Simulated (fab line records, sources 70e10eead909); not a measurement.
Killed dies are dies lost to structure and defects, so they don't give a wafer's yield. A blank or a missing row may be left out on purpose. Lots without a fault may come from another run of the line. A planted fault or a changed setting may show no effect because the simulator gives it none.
fab line records | flow nand_harc
record lots=13 wafers=38 last_day=32
route steps=1302 shown HYBRID_BOND@1243 THIN_TSV@1246 END@1302
lots that met no fault: from a run of the same line without faults
start_h: hours from the record's first day to the start of the lot's first wafer shown | wait_h: hours since the lot's step before | " the same as in the row above | L1.1+2: a row that stands for several wafers | - no value, or no start given | * or withheld: withheld | < > ~ a bound
route shown NAME@n: a module of which the file shows steps, and the number in the route of the first | usual: mean/standard deviation of fault-free wafers | same: alike in all rows | chamber/n: place in a boat | sites: the reading at each site | _std_site: their standard deviation | _edge_site: outer sites' mean less inner sites' | radius_mm: how far each site lies from the wafer's centre | mask NAME#n: copy n | behind: the tool/chamber that last shaped the wafer | hold: why the lot was held/for how many hours/how that ended | device: the transistor (n, p or np) that didn't switch | end of line: the same wafers' tests at the end of the route | a step without rows: its recipe alone | killed: dies lost to structure and defects at the first sort, not the wafer's yield | map: a wafer's dies, x killed, . not, _ none there
set.NAME: the setting as run; set.NAME@STEP: as run at that earlier step | model.NAME: the simulator's own value behind a step, which no gauge read
steps of the route over a sample of lots; a table a step, a row a wafer
services: from which hour (start_h, from the record's first day; less than 0 if before it) a tool's chamber was out of use, for how many hours, and why
## steps
# step NHARC_HYBRID_BOND_INSPECT_06
# recipe inspect_instrument=ir_void
# usual raw_defect_count=91/47
# columns lot.wafer tool chamber start_h wait_h raw_defect_count
L739.1 defect_inspect-02 - 541.26 0.1 99
L739.2 " - " " 90
L739.5 " - " " 84
L740.1 defect_inspect-02 - 545.62 0.0 135
L740.2 " - " " 127
L740.6 " - " " 116
L741.1 defect_inspect-01 - 557.07 0.0 142
L741.2 " - " " 158
L741.3 " - " " 149
L744.2 defect_inspect-02 - 606.95 0.1 71
L744.4 " - " " 65
L744.5 " - " " 65
L746.2 defect_inspect-01 - 606.95 0.1 153
L746.3 " - " " 191
L746.4 " - " " 163
L747.1 defect_inspect-01 - 625.40 0.0 142
L747.2 " - " " 153
L747.5 " - " " 197
L748.3 defect_inspect-02 - 625.40 0.1 37
L748.4 " - " " 32
L748.6 " - " " 37
L752.1 defect_inspect-01 - 664.03 0.0 64
L752.4 " - " " 55
L752.6 " - " " 56
L754.2 defect_inspect-02 - 690.39 0.1 26
L754.5 " - " " 20
L754.6 " - " " 43
L751.3 defect_inspect-01 - 690.39 0.1 93
L751.4 " - " " 106
L751.5 " - " " 88
L757.1 defect_inspect-02 - 720.78 0.0 63
L757.5 " - " " 66
L760.1 defect_inspect-01 - 743.85 0.0 119
L760.2 " - " " 145
L760.4 " - " " 155
L762.2 defect_inspect-01 - 753.08 0.1 50
L762.3 " - " " 61
L762.4 " - " " 75
# step NHARC_THIN_TSV_THK_MEAS_02
# recipe thk_meas_gauge=ir
# usual thk_nm=2959/270
# columns lot.wafer tool chamber start_h wait_h thk_nm
L739.1 film_metro-01 - 545.25 0.2 3272
L739.2 " - " " 3210
L739.5 " - " " 3007
L740.1 film_metro-01 - 548.16 - 2537
L740.2 " - " " 2401
L740.6 " - " " 2711
L741.1 film_metro-02 - 560.68 - 2939
L741.2 " - " " 2749
L741.3 " - " " 2879
L744.2 film_metro-02 - 608.59 - 2954
L744.4 " - " " 2531
L744.5 " - " " 2879
L746.2 film_metro-01 - 609.82 - 3188
L746.3 " - " " 2970
L746.4 " - " " 3121
L748.3 film_metro-01 - 627.02 - 2937
L748.4 " - " " 2810
L748.6 " - " " 2861
L747.1 film_metro-01 - 628.22 - 3167
L747.2 " - " " 2688
L747.5 " - " " 3016
L752.1 film_metro-02 - 668.16 - 3335
L752.4 " - " " 3456
L752.6 " - " " 3651
L751.3 film_metro-02 - 692.01 - 2920
L751.4 " - " " 2952
L751.5 " - " " 3122
L754.2 film_metro-01 - 693.22 0.2 3190
L754.5 " - " " 3254
L754.6 " - " " 3390
L757.1 film_metro-01 - 722.42 - 3166
L757.5 " - " " 2896
L760.1 film_metro-02 - 745.51 - 3289
L760.2 " - " " 3233
L760.4 " - " " 3286
L762.2 film_metro-02 - 755.90 - 3396
L762.3 " - " " 3055
L762.4 " - " " 2901
# step NHARC_THIN_TSV_DEP_47
# recipe target_thk_a=2000 temp_c=withheld pressure_torr=6.5 rf_w=900 teos_flow_sccm=161.4 flow_sccm=2650 target_thk_nm=200 gas=O2 material=SiO2
# usual throttle_valve_pct=16.0/0.66
# columns lot.wafer tool chamber start_h wait_h throttle_valve_pct
L739.2 pecvd-04 1 548.14 - 14.6
L739.1 " 2 " " 16.5
L739.5 " 0 " " 16.2
L740.1 pecvd-02 1 550.99 - 14.7
L740.2 " 2 " " 15.8
L740.6 " 0 " " 16.8
L741.1 pecvd-03 0 563.47 - 16.0
L741.2 " 1 " " 15.9
L741.3 " 2 " " 16.0
L744.2 pecvd-03 0 611.51 - 16.0
L744.5 " 0 " " 15.8
L744.4 " 2 " " 16.1
L746.2 pecvd-04 0 612.57 - 16.3
L746.3 " 2 " " 16.6
L746.4 " 0 " " 16.3
L748.3 pecvd-03 0 629.80 - 15.9
L748.4 " 0 " " 16.1
L748.6 " 1 " " 15.9
L747.1 pecvd-03 2 631.12 - 16.1
L747.2 " 0 " " 15.9
L747.5 " 2 " " 16.2
L752.1 pecvd-03 1 674.41 - 16.1
L752.4 " 0 " " 15.9
L752.6 " 1 " " 16.2
L751.3 pecvd-02 1 694.77 - 15.3
L751.4 " 1 " " 15.3
L751.5 " 0 " " 17.1
L754.2 pecvd-02 1 696.21 - 15.0
L754.5 " 2 " " 15.4
L754.6 " 0 " " 17.2
L757.1 pecvd-03 0 725.49 - 16.1
L757.5 " 2 " " 16.4
L760.2 pecvd-03 1 748.81 - 16.6
L760.1 " 0 " " 15.8
L760.4 " 2 " " 16.0
L762.2 pecvd-02 0 758.78 - 17.7
L762.3 " 2 " " 15.5
L762.4 " 1 " " 15.6
# step NHARC_THIN_TSV_ETCH_36
# recipe target_depth_a=650 over_etch_frac=0.3 time_s=18.571 ion_energy_ev=150 chemistry=Cl2/BCl3
# usual drypump_motor_current_A=5.7/0.66 oes_product_au=0.999/0.015 over_etch_frac=0.3/0
# same time_s=18.571
# columns lot.wafer tool chamber start_h wait_h drypump_motor_current_A oes_product_au over_etch_frac rf_hours_counter_h
L739.1 rie_metal-01 1 552.74 0.2 4.8 1.022 0.3 3.3
L739.2 " 0 " " 5.6 1.009 0.3 2.8
L739.5 " 0 " " 5.6 1.008 0.3 -
L740.1 rie_metal-02 0 555.52 0.2 5.4 1.006 0.3 1.5
L740.2 " 1 " " 6.7 0.992 0.3 1.5
L740.6 " 1 " " 6.8 1.003 0.3 -
L741.2 rie_metal-03 1 568.05 0.2 5.8 0.972 0.3 0.7
L741.1 " 0 " " 6.3 1.004 0.3 0.7
L741.3 " 0 " " 6.3 0.988 0.3 -
L744.2 rie_metal-01 1 617.72 0.2 4.7 1.011 0.3 0.7
L744.4 " 0 " " 5.6 0.986 0.3 -
L744.5 " 1 " " 4.8 1.026 0.3 -
L746.2 rie_metal-02 0 618.31 0.2 5.4 1.004 0.3 2.5
L746.4 " 1 " " 6.7 0.993 0.3 -
L746.3 " 0 " " 5.4 1.010 0.3 -
L748.4 rie_metal-01 1 634.29 0.1 4.8 1.027 0.3 -
L748.3 " 0 " " 5.6 0.989 0.3 -
L748.6 " 0 " " 5.6 1.001 0.3 -
L747.2 rie_metal-02 1 635.59 0.2 6.7 0.993 0.3 3.0
L747.1 " 0 " " 5.4 1.015 0.3 3.0
L747.5 " 1 " " 6.7 0.992 0.3 -
L752.1 rie_metal-03 1 678.94 0.2 5.8 0.967 0.3 2.6
L752.4 " 1 " " 5.8 0.989 0.3 -
L752.6 " 0 " " 6.3 0.985 0.3 -
L751.3 rie_metal-01 1 699.28 0.2 4.8 1.026 0.3 -
L751.4 " 0 " " 5.6 0.988 0.3 -
L751.5 " 0 " " 5.6 0.999 0.3 -
L754.2 rie_metal-02 1 700.72 0.2 6.7 0.989 0.3 0.8
L754.5 " 1 " " 6.7 0.992 0.3 -
L754.6 " 0 " " 5.4 1.014 0.3 -
L757.1 rie_metal-01 1 730.10 0.2 4.8 1.028 0.2186 3.0
L757.5 " 1 " " 4.8 1.029 0.3 -
L760.2 rie_metal-03 0 753.41 0.2 6.4 0.992 0.3 1.1
L760.1 " 1 " " 5.8 0.998 0.3 1.1
L760.4 " 0 " " 6.3 0.986 0.3 -
L762.2 rie_metal-03 1 763.43 0.2 5.8 0.993 0.3 1.3
L762.4 " 0 " " 6.4 0.994 0.3 -
L762.3 " 1 " " 5.8 0.993 0.3 -
# step NHARC_END_SORT_01
# recipe temp_c=25
# usual defect_limited_yield=90/3.8 killed_at_array=61/26 killed_at_other=0.8/1.1 killed_at_periphery=4.0/2.6 killed_dies=66/26 killed_open=3.1/1.7 killed_short=2.5/1.5
# same gross_dies=677
# columns lot.wafer tool chamber start_h wait_h defect_limited_yield[%] killed_at_array killed_at_other killed_at_periphery killed_dies killed_open killed_short
L746.2 prober-01 0 626.97 2.8 84 95 0 10 105 0 3
L746.3 prober-01 0 627.76 3.1 82 116 0 5 121 6 2
L746.4 prober-01 0 628.56 3.4 84 99 0 8 107 3 3
L747.1 prober-02 0 642.80 2.5 87 83 2 1 86 2 4
L747.2 prober-02 0 643.61 2.8 84 103 1 2 106 3 2
L747.5 prober-02 0 646.05 3.8 81 125 0 7 132 2 2
# killed by level:class
L746.2 A_CHANNEL_HOLE_D2:chamber_film_flake=28 A_SLIT:chamber_film_flake=28 A_CHANNEL_HOLE_D1:chamber_film_flake=25 P_BONDPAD:chamber_film_flake=5 A_CONTACT:chamber_film_flake=5 A_STAIRCASE:chamber_film_flake=3 P_CONTACT:chamber_film_flake=2 P_M2:chamber_film_flake=2
L746.3 A_CHANNEL_HOLE_D2:chamber_film_flake=37 A_CHANNEL_HOLE_D1:chamber_film_flake=32 A_SLIT:chamber_film_flake=31 A_CONTACT:chamber_film_flake=7 A_DECK1_JOINT:geometric_particle:open=2 P_GATE:chamber_film_flake=2 P_M0:geometric_particle:short=1 A_ONON_D1:geometric_particle:short=1
L746.4 A_SLIT:chamber_film_flake=31 A_CHANNEL_HOLE_D2:chamber_film_flake=29 A_CHANNEL_HOLE_D1:chamber_film_flake=27 P_BONDPAD:chamber_film_flake=5 A_CHANNEL_FILL_D2:chamber_film_flake=3 A_ONON_D1:geometric_particle:short=2 A_STAIRCASE:chamber_film_flake=2 P_CONTACT:geometric_particle:open=1
L747.1 A_CHANNEL_HOLE_D1:chamber_film_flake=27 A_SLIT:chamber_film_flake=24 A_CHANNEL_HOLE_D2:chamber_film_flake=17 A_CONTACT:chamber_film_flake=6 P_CONTACT:geometric_particle:short=1 A_CHANNEL_HOLE_D1:geometric_particle:short=1 A_ONON_D2:geometric_particle:open=1 A_ONON_D2:geometric_particle:short=1
L747.2 A_CHANNEL_HOLE_D2:chamber_film_flake=35 A_SLIT:chamber_film_flake=30 A_CHANNEL_HOLE_D1:chamber_film_flake=29 A_ONON_D1:geometric_particle:open=1 A_DECK1_JOINT:geometric_particle:short=1 A_WL_FILL:geometric_particle:short=1 A_CONTACT:geometric_particle:open=1 A_M0:geometric_particle:open=1
L747.5 A_CHANNEL_HOLE_D1:chamber_film_flake=40 A_SLIT:chamber_film_flake=40 A_CHANNEL_HOLE_D2:chamber_film_flake=34 A_DECK1_JOINT:chamber_film_flake=4 P_ZERO_WELL:chamber_film_flake=3 P_GATE:chamber_film_flake=3 P_CONTACT:geometric_particle:short=1 A_CHANNEL_FILL_D1:geometric_particle:open=1
## services
# columns tool chamber start_h hours kind
pecvd-03 - 547.52 13.0 pm
pecvd-03 0 547.52 13.0 vent_cycle
pecvd-03 1 547.52 13.0 vent_cycle
pecvd-03 2 547.52 13.0 vent_cycle
pecvd-03 0 560.52 - clean
pecvd-03 1 560.52 - clean
pecvd-03 2 560.52 - clean
rie_metal-01 - 575.00 9.0 pm
pecvd-02 - 589.28 13.0 pm
pecvd-03 0 591.38 9.6 repair
pecvd-04 - 629.58 0.5 repair
pecvd-04 - 631.55 13.0 pm
rie_metal-02 - 635.81 9.0 pm
pecvd-03 1 641.89 21.5 repair
pecvd-04 - 649.19 1.1 repair
rie_metal-03 - 696.00 9.0 pm
pecvd-03 - 728.52 13.0 pm
pecvd-03 0 728.52 13.0 vent_cycle
pecvd-03 1 728.52 13.0 vent_cycle
pecvd-04 - 742.69 3.3 repair
pecvd-03 1 744.13 3.8 repair
rie_metal-03 - 748.85 0.3 repair
rie_metal-01 - 752.00 9.0 pm
pecvd-02 2 760.27 4.7 repair
## key
first_sign step=NHARC_THIN_TSV_ETCH_36 reading=over_etch_frac direction=down sigmas=99+ usual=0.3 struck=0.2186
effect none on later readings
met_at NHARC_THIN_TSV_ETCH_36
struck_lots L757
struck_wafers L757.1
not_acting_at NHARC_HYBRID_BOND_INSPECT_06,NHARC_THIN_TSV_THK_MEAS_02,NHARC_THIN_TSV_DEP_47
onset_between 699.28 730.10
fault kind=process_parameter_drift tool=rie_metal-01 chamber=- onset_h=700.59 steps=NHARC_THIN_TSV_ETCH_36 channel=over_etch_frac offset=-0.081397 shape=step end_h=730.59 scope=struck_wafers_only stated=0.3
